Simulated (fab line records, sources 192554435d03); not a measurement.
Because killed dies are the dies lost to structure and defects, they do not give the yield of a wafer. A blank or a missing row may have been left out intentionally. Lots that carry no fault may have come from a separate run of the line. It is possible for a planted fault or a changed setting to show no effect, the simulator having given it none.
Split-lot trial ; flow n5_finfet ; on a route of 1938 steps: 7 lots, 39 wafers read

== THE SPLIT ==
At N5_BEOL_M11_ETCH_62 (etches SOC in N2/H2, target depth 110 nm, overetch 22 nm, time 165 s), the setting time_s was moved away from the recipe's 165 s on 6 of the 39 wafers read, by -52.5% to -18.5%. For the rest of the wafers, this setting stayed at what the recipe calls for.

Reading taken at the split's own step.

== THE READING ==
SiARC_of_BEOL_M11_COAT_60.thk_nm (the simulator's own value, which no gauge read), in nm, at N5_BEOL_M11_ETCH_62 (etches SOC in N2/H2, target depth 110 nm, overetch 22 nm, time 165 s). No usual value for it is given in the file. The 33 wafers here that ran the recipe average 23.7 nm, standard deviation 0.21 nm.

wafer;tool, chamber at the split;time_s as run, s;against the recipe;SiARC_of_BEOL_M11_COAT_60.thk_nm, nm;against lot-mates on the recipe
L074.1;rie_diel-03, 0;165;recipe;23.6;-
L074.4;rie_diel-03, 0;165;recipe;23.6;-
L074.2;rie_diel-03, 1,1,2;165;recipe;23.8;-
L074.5;rie_diel-03, 1,1,2;165;recipe;23.8;-
L074.6;rie_diel-03, 1,1,2;165;recipe;23.8;-
L074.3;rie_diel-03, 2;165;recipe;24;-
L078.1;rie_diel-04, 0;165;recipe;24;-
L078.2;rie_diel-04, 1;165;recipe;23.8;-
L078.3;rie_diel-04, 3,2,3;134.5;-18.5%;25.2;+1.2
L078.4;rie_diel-04, 3,2,3;134.5;-18.5%;25.2;+1.2
L078.6;rie_diel-04, 3,2,3;134.5;-18.5%;25.2;+1.2
L078.5;rie_diel-04, 2;165;recipe;24.2;-
L077.1;rie_diel-03, 2,3,2;165;recipe;23.8;-
L077.4;rie_diel-03, 2,3,2;165;recipe;23.8;-
L077.5;rie_diel-03, 2,3,2;165;recipe;23.8;-
L077.2;rie_diel-03, 0;165;recipe;23.4;-
L077.3;rie_diel-03, 1;165;recipe;23.6;-
L077.6;rie_diel-03, 1;165;recipe;23.6;-
L081.1;rie_diel-03, 1,3,2,1;165;recipe;23.8;-
L081.2;rie_diel-03, 1,3,2,1;165;recipe;23.8;-
L081.4;rie_diel-03, 1,3,2,1;165;recipe;23.8;-
L081.5;rie_diel-03, 1,3,2,1;165;recipe;23.8;-
L081.3;rie_diel-03, 0;165;recipe;23.4;-
L081.6;rie_diel-03, 2;165;recipe;23.6;-
L085.1;rie_diel-05, 0,3,0;165;recipe;23.8;-
L085.2;rie_diel-05, 0,3,0;165;recipe;23.8;-
L085.6;rie_diel-05, 0,3,0;165;recipe;23.8;-
L085.3;rie_diel-05, 2,3;165;recipe;23.6;-
L085.5;rie_diel-05, 2,3;165;recipe;23.6;-
L085.4;rie_diel-05, 1;165;recipe;23.2;-
L093.1;rie_diel-03, 2;165;recipe;23.4;-
L093.2;rie_diel-03, 0;78.43;-52.5%;26.8;+3.3
L093.6;rie_diel-03, 0;78.43;-52.5%;26.8;+3.3
L093.3;rie_diel-03, 1;78.43;-52.5%;27;+3.5
L093.4;rie_diel-03, 1,2;165;recipe;23.6;-
L093.5;rie_diel-03, 1,2;165;recipe;23.6;-
L094.2;rie_diel-03, 2,1,2;165;recipe;23.4;-
L094.4;rie_diel-03, 2,1,2;165;recipe;23.4;-
L094.5;rie_diel-03, 2,1,2;165;recipe;23.4;-
If several chambers appear in one row, that row covers several wafers at once and the file leaves open which wafer was in which chamber.

THE FIT
A straight line over all 39 wafers: SiARC_of_BEOL_M11_COAT_60.thk_nm changes by -0.0627 nm for each +1% of time_s; r = -0.97; the points scatter about the line by 0.22 nm.
The same after taking each lot's own level away (the mean of its wafers on the recipe; 39 wafers): -0.0637 nm for each +1%; r = -0.99; scatter 0.15 nm.
Per that fit: largest time_s move, reading shift of 3.3 nm.
Measured against the standard deviation above, the lots' own levels, which go from 23.40 to 24.00 nm, span 2.9 times it.
Hence the lot-to-lot level has little effect on the slope; both slopes agree.
Check: for one of the wafers moved furthest among these (-52.5%), held out of the fit, the line's prediction against its lot-mates is +3.37 nm. Against them it came out at +3.27 nm.

== THESE WAFERS: OTHER SPLITS ==
These wafers also went through other splits before the reading. Each is held against what the fit with the lots' levels taken away leaves over:
other split on the same wafers;wafers away from the commonest value;r with SiARC_of_BEOL_M11_COAT_60.thk_nm (lot level and that fit taken away)
N5_BEOL_M5_ILD_DEP_00 target_thk_a;15;+0.09

== THE FILE'S OWN FIT ==
SiARC_of_BEOL_M11_COAT_60.thk_nm changes by -0.0637 nm for each +1% of time_s, r = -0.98.
